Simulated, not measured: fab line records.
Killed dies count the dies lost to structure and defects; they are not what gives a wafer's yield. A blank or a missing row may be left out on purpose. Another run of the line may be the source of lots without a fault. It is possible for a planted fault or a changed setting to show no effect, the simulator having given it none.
Matching of chambers :: flow nand_harc :: NHARC_P_BONDPAD_ETCH_12 on rie_diel-10 has 4 sister chambers
The step etches the open film in CHF3/O2, target depth 200 nm, time 100 s. 14 wafers are shown with their chamber, then 7 later ones without.

## WAFERS PAIRED WITH THEIR CHAMBERS
wafer: L933.5
chamber: 2
showerhead_plenum_p_Torr (Torr): 2.41
rf_vpp_V (V): 371.7
run_length_s (s): 121.7

wafer: L934.4
chamber: 2
showerhead_plenum_p_Torr (Torr): 2.41
rf_vpp_V (V): 371.2
run_length_s (s): 121.0

wafer: L934.5
chamber: 1
showerhead_plenum_p_Torr (Torr): 2.51
rf_vpp_V (V): 371.9
run_length_s (s): 122.1

wafer: L942.1
chamber: 2
showerhead_plenum_p_Torr (Torr): 2.41
rf_vpp_V (V): 371.0
run_length_s (s): 121.0

wafer: L942.2
chamber: 3
showerhead_plenum_p_Torr (Torr): 2.51
rf_vpp_V (V): 373.1
run_length_s (s): 121.4

wafer: L942.3
chamber: 0
showerhead_plenum_p_Torr (Torr): 2.39
rf_vpp_V (V): 369.9
run_length_s (s): 121.1

wafer: L944.1
chamber: 3
showerhead_plenum_p_Torr (Torr): 2.51
rf_vpp_V (V): 372.6
run_length_s (s): 121.4

wafer: L944.2
chamber: 2
showerhead_plenum_p_Torr (Torr): 2.41
rf_vpp_V (V): 370.5
run_length_s (s): 121.1

wafer: L944.3
chamber: 1
showerhead_plenum_p_Torr (Torr): 2.50
rf_vpp_V (V): 372.5
run_length_s (s): 121.6

wafer: L943.1
chamber: 0
showerhead_plenum_p_Torr (Torr): 2.39
rf_vpp_V (V): 370.0
run_length_s (s): 121.8

wafer: L943.2
chamber: 3
showerhead_plenum_p_Torr (Torr): 2.50
rf_vpp_V (V): 372.0
run_length_s (s): 121.6

wafer: L943.5
chamber: 1
showerhead_plenum_p_Torr (Torr): 2.50
rf_vpp_V (V): 372.6
run_length_s (s): 122.0

wafer: L946.1
chamber: 0
showerhead_plenum_p_Torr (Torr): 2.39
rf_vpp_V (V): 369.9
run_length_s (s): 121.7

wafer: L946.3
chamber: 2
showerhead_plenum_p_Torr (Torr): 2.41
rf_vpp_V (V): 370.1
run_length_s (s): 121.4

SIGNATURES (means of the wafers above)
reading: showerhead_plenum_p_Torr
chamber 0: 2.3900
chamber 1: 2.5033
chamber 2: 2.4100
chamber 3: 2.5067
scatter within a chamber: 0.00365

reading: rf_vpp_V
chamber 0: 369.933
chamber 1: 372.333
chamber 2: 370.900
chamber 3: 372.567
scatter within a chamber: 0.494

reading: run_length_s
chamber 0: 121.533
chamber 1: 121.900
chamber 2: 121.240
chamber 3: 121.467
scatter within a chamber: 0.287
Rule: for each reading, subtract the chamber's mean from the wafer's reading, divide by that reading's scatter and square the result; add these up over the readings and take the root, which gives the wafer's distance from the chamber. The wafer belongs to the nearest chamber; if the next one is less than 2 further off, it can't be placed. The scatter: take each reading less its chamber's mean, square it, sum over the shown wafers, divide by the number of wafers less the number of chambers, and take the root.

## WAFERS WHOSE CHAMBER IS MISSING
wafer: L946.5
showerhead_plenum_p_Torr (Torr): 2.39
rf_vpp_V (V): 370.7
run_length_s (s): 121.3

wafer: L948.2
showerhead_plenum_p_Torr (Torr): 2.39
rf_vpp_V (V): 370.2
run_length_s (s): 121.1

wafer: L948.3
showerhead_plenum_p_Torr (Torr): 2.41
rf_vpp_V (V): 373.2
run_length_s (s): 121.3

wafer: L948.6
showerhead_plenum_p_Torr (Torr): 2.50
rf_vpp_V (V): 374.1
run_length_s (s): 121.8

wafer: L949.1
showerhead_plenum_p_Torr (Torr): 2.50
rf_vpp_V (V): 373.5
run_length_s (s): 121.9

wafer: L949.2
showerhead_plenum_p_Torr (Torr): 2.50
rf_vpp_V (V): 373.1
run_length_s (s): 121.6

wafer: L949.4
showerhead_plenum_p_Torr (Torr): 2.41
rf_vpp_V (V): 370.4
run_length_s (s): 121.0

## WHICH CHAMBER EACH WENT THROUGH
wafer: L946.5
from the rows above: 0
in truth: 0

wafer: L948.2
from the rows above: 0
in truth: 0

wafer: L948.3
from the rows above: 2
in truth: 2

wafer: L948.6
from the rows above: can't be placed: 1 or 3
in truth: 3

wafer: L949.1
from the rows above: can't be placed: 1 or 3
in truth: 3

wafer: L949.2
from the rows above: can't be placed: 1 or 3
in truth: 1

wafer: L949.4
from the rows above: 2
in truth: 2
Placed correctly: 4 of 7. Cannot be placed on the basis of these rows: 3; the candidates contain the true chamber in 3. 0 placed wrongly.
